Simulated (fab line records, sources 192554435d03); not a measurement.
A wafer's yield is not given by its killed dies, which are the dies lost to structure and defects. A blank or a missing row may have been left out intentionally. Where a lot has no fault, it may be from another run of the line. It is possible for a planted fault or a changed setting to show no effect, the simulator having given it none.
Which tool did it? || flow n5-finfet || Sampling: 24 lots, 72 wafers, 3 of 1938 route steps

== WHAT EACH GAUGE READ, for each wafer ==
N5_BEOL_M14_INSPECT_55: inspects for defects (darkfield). Usual: 75 for raw-defect-count, sd 26.
{"lot": "L075", "measured": "day 12 21:38", "on": "defect-inspect-02", "raw-defect-count": "138 75 136", "flag": ""}
{"lot": "L074", "measured": "day 12 21:56", "on": "defect-inspect-01", "raw-defect-count": "100 59 62", "flag": ""}
{"lot": "L077", "measured": "day 13 21:48", "on": "defect-inspect-02", "raw-defect-count": "72 95 66", "flag": ""}
{"lot": "L078", "measured": "day 13 22:02", "on": "defect-inspect-01", "raw-defect-count": "12 41 48", "flag": ""}
{"lot": "L079", "measured": "day 14 00:39", "on": "defect-inspect-01", "raw-defect-count": "71 101 62", "flag": ""}
{"lot": "L076", "measured": "day 14 05:39", "on": "defect-inspect-02", "raw-defect-count": "84 125 143", "flag": ""}
{"lot": "L082", "measured": "day 14 05:56", "on": "defect-inspect-02", "raw-defect-count": "110 71 60", "flag": ""}
{"lot": "L081", "measured": "day 14 07:11", "on": "defect-inspect-02", "raw-defect-count": "63 73 51", "flag": ""}
{"lot": "L080", "measured": "day 14 14:19", "on": "defect-inspect-02", "raw-defect-count": "38 77 42", "flag": ""}
{"lot": "L083", "measured": "day 15 06:27", "on": "defect-inspect-01", "raw-defect-count": "84 65 59", "flag": ""}
{"lot": "L084", "measured": "day 15 13:00", "on": "defect-inspect-02", "raw-defect-count": "144 74 80", "flag": ""}
{"lot": "L085", "measured": "day 16 05:07", "on": "defect-inspect-02", "raw-defect-count": "71 69 58", "flag": ""}
{"lot": "L086", "measured": "day 16 11:56", "on": "defect-inspect-02", "raw-defect-count": "59 30 67", "flag": ""}
{"lot": "L087", "measured": "day 16 15:31", "on": "defect-inspect-02", "raw-defect-count": "64 98 47", "flag": ""}
{"lot": "L088", "measured": "day 17 11:58", "on": "defect-inspect-01", "raw-defect-count": "115 104 81", "flag": ""}
{"lot": "L089", "measured": "day 17 16:08", "on": "defect-inspect-01", "raw-defect-count": "76 88 70", "flag": ""}
{"lot": "L094", "measured": "day 18 10:08", "on": "defect-inspect-02", "raw-defect-count": "52 67 44", "flag": ""}
{"lot": "L090", "measured": "day 18 16:37", "on": "defect-inspect-02", "raw-defect-count": "54 45 50", "flag": ""}
{"lot": "L091", "measured": "day 19 00:56", "on": "defect-inspect-02", "raw-defect-count": "121 75 55", "flag": ""}
{"lot": "L093", "measured": "day 19 01:11", "on": "defect-inspect-02", "raw-defect-count": "90 72 65", "flag": ""}
{"lot": "L092", "measured": "day 19 06:55", "on": "defect-inspect-02", "raw-defect-count": "62 71 74", "flag": ""}
{"lot": "L097", "measured": "day 19 14:29", "on": "defect-inspect-01", "raw-defect-count": "108 78 64", "flag": ""}
{"lot": "L095", "measured": "day 19 14:46", "on": "defect-inspect-02", "raw-defect-count": "53 84 67", "flag": ""}
{"lot": "L096", "measured": "day 20 01:07", "on": "defect-inspect-01", "raw-defect-count": "66 42 60", "flag": ""}

== TOOL THAT RAN EACH LOT (tool first, then ch and the chambers of the sampled wafers, then the start) ==
{"lot": "L075", "N5_BEOL_M14_DEGAS_41": "pvd-sputter-03, day 12 20:07", "N5_BEOL_M14_CMP_49": "cmp-01 ch 0,1,2, day 12 21:16"}
{"lot": "L074", "N5_BEOL_M14_DEGAS_41": "pvd-sputter-01, day 12 20:13", "N5_BEOL_M14_CMP_49": "cmp-01 ch 0,2,3, day 12 21:32"}
{"lot": "L077", "N5_BEOL_M14_DEGAS_41": "pvd-sputter-03, day 13 19:53", "N5_BEOL_M14_CMP_49": "cmp-04 ch 1,2, day 13 21:23"}
{"lot": "L078", "N5_BEOL_M14_DEGAS_41": "pvd-sputter-01, day 13 20:07", "N5_BEOL_M14_CMP_49": "cmp-04 ch 1,2, day 13 21:35"}
{"lot": "L079", "N5_BEOL_M14_DEGAS_41": "pvd-sputter-01, day 13 23:22", "N5_BEOL_M14_CMP_49": "cmp-04 ch 2,3, day 14 00:14"}
{"lot": "L076", "N5_BEOL_M14_DEGAS_41": "pvd-sputter-02, day 14 04:17", "N5_BEOL_M14_CMP_49": "cmp-01 ch 1,2, day 14 05:12"}
{"lot": "L082", "N5_BEOL_M14_DEGAS_41": "pvd-sputter-01, day 14 04:34", "N5_BEOL_M14_CMP_49": "cmp-03 ch 0,1,2, day 14 05:34"}
{"lot": "L081", "N5_BEOL_M14_DEGAS_41": "pvd-sputter-01, day 14 05:26", "N5_BEOL_M14_CMP_49": "cmp-04 ch 0,1,2, day 14 06:50"}
{"lot": "L080", "N5_BEOL_M14_DEGAS_41": "pvd-sputter-01, day 14 13:01", "N5_BEOL_M14_CMP_49": "cmp-03 ch 0,2,3, day 14 13:52"}
{"lot": "L083", "N5_BEOL_M14_DEGAS_41": "pvd-sputter-01, day 15 04:46", "N5_BEOL_M14_CMP_49": "cmp-01 ch 1,2, day 15 06:02"}
{"lot": "L084", "N5_BEOL_M14_DEGAS_41": "pvd-sputter-02, day 15 11:02", "N5_BEOL_M14_CMP_49": "cmp-03 ch 0,2,3, day 15 12:33"}
{"lot": "L085", "N5_BEOL_M14_DEGAS_41": "pvd-sputter-01, day 16 03:21", "N5_BEOL_M14_CMP_49": "cmp-04 ch 0,3, day 16 04:41"}
{"lot": "L086", "N5_BEOL_M14_DEGAS_41": "pvd-sputter-03, day 16 09:24", "N5_BEOL_M14_CMP_49": "cmp-01 ch 0,2, day 16 11:32"}
{"lot": "L087", "N5_BEOL_M14_DEGAS_41": "pvd-sputter-03, day 16 12:30", "N5_BEOL_M14_CMP_49": "cmp-01 ch 0,2,3, day 16 15:09"}
{"lot": "L088", "N5_BEOL_M14_DEGAS_41": "pvd-sputter-02, day 17 10:41", "N5_BEOL_M14_CMP_49": "cmp-04 ch 0,2,3, day 17 11:31"}
{"lot": "L089", "N5_BEOL_M14_DEGAS_41": "pvd-sputter-02, day 17 14:50", "N5_BEOL_M14_CMP_49": "cmp-03 ch 0,2, day 17 15:44"}
{"lot": "L094", "N5_BEOL_M14_DEGAS_41": "pvd-sputter-01, day 18 08:50", "N5_BEOL_M14_CMP_49": "cmp-01 ch 1,3, day 18 09:44"}
{"lot": "L090", "N5_BEOL_M14_DEGAS_41": "pvd-sputter-02, day 18 15:14", "N5_BEOL_M14_CMP_49": "cmp-01 ch 1,3, day 18 16:10"}
{"lot": "L091", "N5_BEOL_M14_DEGAS_41": "pvd-sputter-03, day 18 23:38", "N5_BEOL_M14_CMP_49": "cmp-04 ch 0,2,3, day 19 00:29"}
{"lot": "L093", "N5_BEOL_M14_DEGAS_41": "pvd-sputter-01, day 18 23:53", "N5_BEOL_M14_CMP_49": "cmp-03 ch 0,1,2, day 19 00:47"}
{"lot": "L092", "N5_BEOL_M14_DEGAS_41": "pvd-sputter-02, day 19 05:19", "N5_BEOL_M14_CMP_49": "cmp-01 ch 1,2,3, day 19 06:30"}
{"lot": "L097", "N5_BEOL_M14_DEGAS_41": "pvd-sputter-01, day 19 13:00", "N5_BEOL_M14_CMP_49": "cmp-03 ch 0,2,3, day 19 14:02"}
{"lot": "L095", "N5_BEOL_M14_DEGAS_41": "pvd-sputter-02, day 19 13:21", "N5_BEOL_M14_CMP_49": "cmp-01 ch 0,2,3, day 19 14:19"}
{"lot": "L096", "N5_BEOL_M14_DEGAS_41": "pvd-sputter-02, day 19 23:46", "N5_BEOL_M14_CMP_49": "cmp-03 ch 0,1, day 20 00:40"}
- N5_BEOL_M14_DEGAS_41: time 60 s.
- N5_BEOL_M14_CMP_49: polishes, stops on SiO2, t overpolish 5.2 s, target thk 560 nm.

== AS READ BY THE TOOLS THEMSELVES (means over the sampled wafers that have a number; for cases with no such wafer, the mark the record gives instead) ==
N5_BEOL_M14_DEGAS_41. Usual: 438 W for heater-power-w, sd 50.
{"lot": "L075", "tool": "pvd-sputter-03", "heater-power-w (W)": 404, "flag": ""}
{"lot": "L074", "tool": "pvd-sputter-01", "heater-power-w (W)": 426, "flag": ""}
{"lot": "L077", "tool": "pvd-sputter-03", "heater-power-w (W)": 435, "flag": ""}
{"lot": "L078", "tool": "pvd-sputter-01", "heater-power-w (W)": 433, "flag": ""}
{"lot": "L079", "tool": "pvd-sputter-01", "heater-power-w (W)": 408, "flag": ""}
{"lot": "L076", "tool": "pvd-sputter-02", "heater-power-w (W)": 420, "flag": ""}
{"lot": "L082", "tool": "pvd-sputter-01", "heater-power-w (W)": 474, "flag": ""}
{"lot": "L081", "tool": "pvd-sputter-01", "heater-power-w (W)": 453, "flag": ""}
{"lot": "L080", "tool": "pvd-sputter-01", "heater-power-w (W)": 426, "flag": ""}
{"lot": "L083", "tool": "pvd-sputter-01", "heater-power-w (W)": 439, "flag": ""}
{"lot": "L084", "tool": "pvd-sputter-02", "heater-power-w (W)": 427, "flag": ""}
{"lot": "L085", "tool": "pvd-sputter-01", "heater-power-w (W)": 445, "flag": ""}
{"lot": "L086", "tool": "pvd-sputter-03", "heater-power-w (W)": 501, "flag": ""}
{"lot": "L087", "tool": "pvd-sputter-03", "heater-power-w (W)": 450, "flag": ""}
{"lot": "L088", "tool": "pvd-sputter-02", "heater-power-w (W)": 458, "flag": ""}
{"lot": "L089", "tool": "pvd-sputter-02", "heater-power-w (W)": 421, "flag": ""}
{"lot": "L094", "tool": "pvd-sputter-01", "heater-power-w (W)": 427, "flag": ""}
{"lot": "L090", "tool": "pvd-sputter-02", "heater-power-w (W)": 431, "flag": ""}
{"lot": "L091", "tool": "pvd-sputter-03", "heater-power-w (W)": 466, "flag": ""}
{"lot": "L093", "tool": "pvd-sputter-01", "heater-power-w (W)": 449, "flag": ""}
{"lot": "L092", "tool": "pvd-sputter-02", "heater-power-w (W)": 430, "flag": ""}
{"lot": "L097", "tool": "pvd-sputter-01", "heater-power-w (W)": 417, "flag": ""}
{"lot": "L095", "tool": "pvd-sputter-02", "heater-power-w (W)": 438, "flag": ""}
{"lot": "L096", "tool": "pvd-sputter-02", "heater-power-w (W)": 413, "flag": ""}

N5_BEOL_M14_CMP_49. Usual: barrier-field-endpoint-s 11.26 s, standard deviation 0.23; motor-current-A 8.1 A, standard deviation 0.58; overpolish-run-s 5.201 s, standard deviation 0.0095; retaining-ring-pressure-frac 1.000, standard deviation 0.0048; time-to-endpoint-s 120 s, standard deviation 3.4.
{"lot": "L075", "tool": "cmp-01", "barrier-field-endpoint-s (s)": 11.23, "motor-current-A (A)": 8.4, "overpolish-run-s (s)": 5.201, "retaining-ring-pressure-frac": 1.001, "time-to-endpoint-s (s)": 120, "flag": ""}
{"lot": "L074", "tool": "cmp-01", "barrier-field-endpoint-s (s)": 11.08, "motor-current-A (A)": 7.9, "overpolish-run-s (s)": 5.202, "retaining-ring-pressure-frac": 1.005, "time-to-endpoint-s (s)": 117, "flag": ""}
{"lot": "L077", "tool": "cmp-04", "barrier-field-endpoint-s (s)": 11.17, "motor-current-A (A)": 8.4, "overpolish-run-s (s)": 5.204, "retaining-ring-pressure-frac": 0.998, "time-to-endpoint-s (s)": 113, "flag": ""}
{"lot": "L078", "tool": "cmp-04", "barrier-field-endpoint-s (s)": 11.25, "motor-current-A (A)": 8.2, "overpolish-run-s (s)": 5.198, "retaining-ring-pressure-frac": 1.004, "time-to-endpoint-s (s)": 119, "flag": ""}
{"lot": "L079", "tool": "cmp-04", "barrier-field-endpoint-s (s)": 11.25, "motor-current-A (A)": 9.2, "overpolish-run-s (s)": 5.206, "retaining-ring-pressure-frac": 0.996, "time-to-endpoint-s (s)": 121, "flag": ""}
{"lot": "L076", "tool": "cmp-01", "barrier-field-endpoint-s (s)": 11.35, "motor-current-A (A)": 8.0, "overpolish-run-s (s)": 5.196, "retaining-ring-pressure-frac": 1.003, "time-to-endpoint-s (s)": 120, "flag": ""}
{"lot": "L082", "tool": "cmp-03", "barrier-field-endpoint-s (s)": 11.36, "motor-current-A (A)": 8.0, "overpolish-run-s (s)": 5.200, "retaining-ring-pressure-frac": 1.003, "time-to-endpoint-s (s)": 123, "flag": ""}
{"lot": "L081", "tool": "cmp-04", "barrier-field-endpoint-s (s)": 11.05, "motor-current-A (A)": 8.2, "overpolish-run-s (s)": 5.204, "retaining-ring-pressure-frac": 0.998, "time-to-endpoint-s (s)": 117, "flag": ""}
{"lot": "L080", "tool": "cmp-03", "barrier-field-endpoint-s (s)": 11.72, "motor-current-A (A)": 8.0, "overpolish-run-s (s)": 5.202, "retaining-ring-pressure-frac": 1.005, "time-to-endpoint-s (s)": 125, "flag": ""}
{"lot": "L083", "tool": "cmp-01", "barrier-field-endpoint-s (s)": 11.35, "motor-current-A (A)": 7.8, "overpolish-run-s (s)": 5.209, "retaining-ring-pressure-frac": 1.001, "time-to-endpoint-s (s)": 121, "flag": ""}
{"lot": "L084", "tool": "cmp-03", "barrier-field-endpoint-s (s)": 11.57, "motor-current-A (A)": 7.9, "overpolish-run-s (s)": 5.205, "retaining-ring-pressure-frac": 0.997, "time-to-endpoint-s (s)": 124, "flag": ""}
{"lot": "L085", "tool": "cmp-04", "barrier-field-endpoint-s (s)": 11.07, "motor-current-A (A)": 8.7, "overpolish-run-s (s)": 5.191, "retaining-ring-pressure-frac": 1.001, "time-to-endpoint-s (s)": 119, "flag": ""}
{"lot": "L086", "tool": "cmp-01", "barrier-field-endpoint-s (s)": 11.45, "motor-current-A (A)": 7.9, "overpolish-run-s (s)": 5.202, "retaining-ring-pressure-frac": 1.000, "time-to-endpoint-s (s)": 123, "flag": ""}
{"lot": "L087", "tool": "cmp-01", "barrier-field-endpoint-s (s)": 11.16, "motor-current-A (A)": 7.9, "overpolish-run-s (s)": 5.202, "retaining-ring-pressure-frac": 0.996, "time-to-endpoint-s (s)": 118, "flag": ""}
{"lot": "L088", "tool": "cmp-04", "barrier-field-endpoint-s (s)": 11.33, "motor-current-A (A)": 8.4, "overpolish-run-s (s)": 5.188, "retaining-ring-pressure-frac": 1.003, "time-to-endpoint-s (s)": 122, "flag": ""}
{"lot": "L089", "tool": "cmp-03", "barrier-field-endpoint-s (s)": 11.22, "motor-current-A (A)": 8.0, "overpolish-run-s (s)": 5.201, "retaining-ring-pressure-frac": 1.003, "time-to-endpoint-s (s)": 117, "flag": ""}
{"lot": "L094", "tool": "cmp-01", "barrier-field-endpoint-s (s)": 11.31, "motor-current-A (A)": 8.1, "overpolish-run-s (s)": 5.198, "retaining-ring-pressure-frac": 0.996, "time-to-endpoint-s (s)": 119, "flag": ""}
{"lot": "L090", "tool": "cmp-01", "barrier-field-endpoint-s (s)": 11.58, "motor-current-A (A)": 7.9, "overpolish-run-s (s)": 5.208, "retaining-ring-pressure-frac": 0.998, "time-to-endpoint-s (s)": 121, "flag": ""}
{"lot": "L091", "tool": "cmp-04", "barrier-field-endpoint-s (s)": 11.34, "motor-current-A (A)": 8.7, "overpolish-run-s (s)": 5.202, "retaining-ring-pressure-frac": 1.000, "time-to-endpoint-s (s)": 118, "flag": ""}
{"lot": "L093", "tool": "cmp-03", "barrier-field-endpoint-s (s)": 10.85, "motor-current-A (A)": 8.1, "overpolish-run-s (s)": 5.202, "retaining-ring-pressure-frac": 1.000, "time-to-endpoint-s (s)": 114, "flag": ""}
{"lot": "L092", "tool": "cmp-01", "barrier-field-endpoint-s (s)": 11.51, "motor-current-A (A)": 8.0, "overpolish-run-s (s)": 5.193, "retaining-ring-pressure-frac": 1.003, "time-to-endpoint-s (s)": 124, "flag": ""}
{"lot": "L097", "tool": "cmp-03", "barrier-field-endpoint-s (s)": 11.00, "motor-current-A (A)": 7.7, "overpolish-run-s (s)": 5.202, "retaining-ring-pressure-frac": 1.000, "time-to-endpoint-s (s)": 115, "flag": ""}
{"lot": "L095", "tool": "cmp-01", "barrier-field-endpoint-s (s)": 11.31, "motor-current-A (A)": 8.0, "overpolish-run-s (s)": 5.207, "retaining-ring-pressure-frac": 0.997, "time-to-endpoint-s (s)": 121, "flag": ""}
{"lot": "L096", "tool": "cmp-03", "barrier-field-endpoint-s (s)": 11.13, "motor-current-A (A)": 8.6, "overpolish-run-s (s)": 5.202, "retaining-ring-pressure-frac": 0.995, "time-to-endpoint-s (s)": 121, "flag": ""}

== THE ANSWER, worked out from the rows above alone ==
Rule: take the mean of a lot's wafers that have a number; if it is more than 3 standard deviations from the usual mean, the lot is off. Also off: a lot with no number at a reading for which 4 or more lots have one. Where the step has rows for the other lots, those lots are counted as sound. First the gauges in route order, then the tools' own readings, where a lot's mean is used as printed above. The first step at which some lot is off is used, and at that step the reading that is off furthest; a lot without a number counts as furthest.
Across all readings shown, no lot is off: no conclusion can be drawn from this.

== WHAT HAD BEEN PUT IN BY THE SIMULATOR ==
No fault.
